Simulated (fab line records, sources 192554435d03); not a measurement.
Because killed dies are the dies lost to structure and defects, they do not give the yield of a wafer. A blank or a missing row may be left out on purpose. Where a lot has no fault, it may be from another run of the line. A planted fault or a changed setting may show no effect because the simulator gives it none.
Matching of chambers :: flow n5_finfet :: ald_sin-02 running N5_SPACER0_ALD_08: 4 sister chambers
The step deposits SiNx, target thk 2 nm. 14 wafers are shown with their chamber, then 7 later ones without.

## EACH WAFER AND ITS CHAMBER
wafer: L078.1
chamber: 3
heater_power_w (W): 741
chamber_pressure_Torr (Torr): 1.991

wafer: L078.3
chamber: 0
heater_power_w (W): 777
chamber_pressure_Torr (Torr): 1.992

wafer: L078.4
chamber: 2
heater_power_w (W): 641
chamber_pressure_Torr (Torr): 1.998

wafer: L079.1
chamber: 3
heater_power_w (W): 755
chamber_pressure_Torr (Torr): 2.003

wafer: L079.2
chamber: 0
heater_power_w (W): 791
chamber_pressure_Torr (Torr): 1.999

wafer: L079.6
chamber: 2
heater_power_w (W): 658
chamber_pressure_Torr (Torr): 2.002

wafer: L084.3
chamber: 1
heater_power_w (W): 925
chamber_pressure_Torr (Torr): 2.001

wafer: L084.5
chamber: 2
heater_power_w (W): 652
chamber_pressure_Torr (Torr): 2.002

wafer: L084.6
chamber: 3
heater_power_w (W): 758
chamber_pressure_Torr (Torr): 1.995

wafer: L086.2
chamber: 0
heater_power_w (W): 792
chamber_pressure_Torr (Torr): 1.996

wafer: L086.3
chamber: 3
heater_power_w (W): 744
chamber_pressure_Torr (Torr): 2.002

wafer: L086.6
chamber: 0
heater_power_w (W): 799
chamber_pressure_Torr (Torr): 2.002

wafer: L095.1
chamber: 2
heater_power_w (W): 654
chamber_pressure_Torr (Torr): 1.998

wafer: L095.4
chamber: 1
heater_power_w (W): 972
chamber_pressure_Torr (Torr): 1.992

SIGNATURES (means of the wafers above)
reading: heater_power_w
chamber 0: 789.75
chamber 1: 948.50
chamber 2: 651.25
chamber 3: 749.50
scatter within a chamber: 13.1

reading: chamber_pressure_Torr
chamber 0: 1.99725
chamber 1: 1.99650
chamber 2: 2.00000
chamber 3: 1.99775
scatter within a chamber: 0.00458
Rule: for a wafer and a chamber, the distance is found by dividing, reading by reading, the gap between the wafer's reading and the chamber's mean by the reading's scatter, squaring, summing and taking the root. The wafer belongs to the nearest chamber; if the next one is less than 2 further off, it can't be placed. How the scatter is found: for the shown wafers, subtract from each reading the mean of its chamber, square and add these, divide the total by (wafers less chambers), then take the root.

## WAFERS WHOSE CHAMBER IS MISSING
wafer: L095.6
heater_power_w (W): 788
chamber_pressure_Torr (Torr): 1.998

wafer: L094.1
heater_power_w (W): 773
chamber_pressure_Torr (Torr): 2.007

wafer: L094.2
heater_power_w (W): 773
chamber_pressure_Torr (Torr): 1.992

wafer: L094.6
heater_power_w (W): 966
chamber_pressure_Torr (Torr): 1.997

wafer: L097.1
heater_power_w (W): 777
chamber_pressure_Torr (Torr): 1.991

wafer: L097.2
heater_power_w (W): 953
chamber_pressure_Torr (Torr): 2.011

wafer: L097.6
heater_power_w (W): 791
chamber_pressure_Torr (Torr): 1.991

## WHICH CHAMBER EACH WENT THROUGH
wafer: L095.6
from the rows above: 0
in truth: 0

wafer: L094.1
from the rows above: can't be placed: 0 or 3
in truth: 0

wafer: L094.2
from the rows above: can't be placed: 0 or 3
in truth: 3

wafer: L094.6
from the rows above: 1
in truth: 1

wafer: L097.1
from the rows above: can't be placed: 0 or 3
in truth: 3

wafer: L097.2
from the rows above: 1
in truth: 1

wafer: L097.6
from the rows above: 0
in truth: 0
Correct placement for 4 of the 7. Not placeable from these rows: 3 (in 3, the candidates include the true chamber). Wrongly placed: 0.
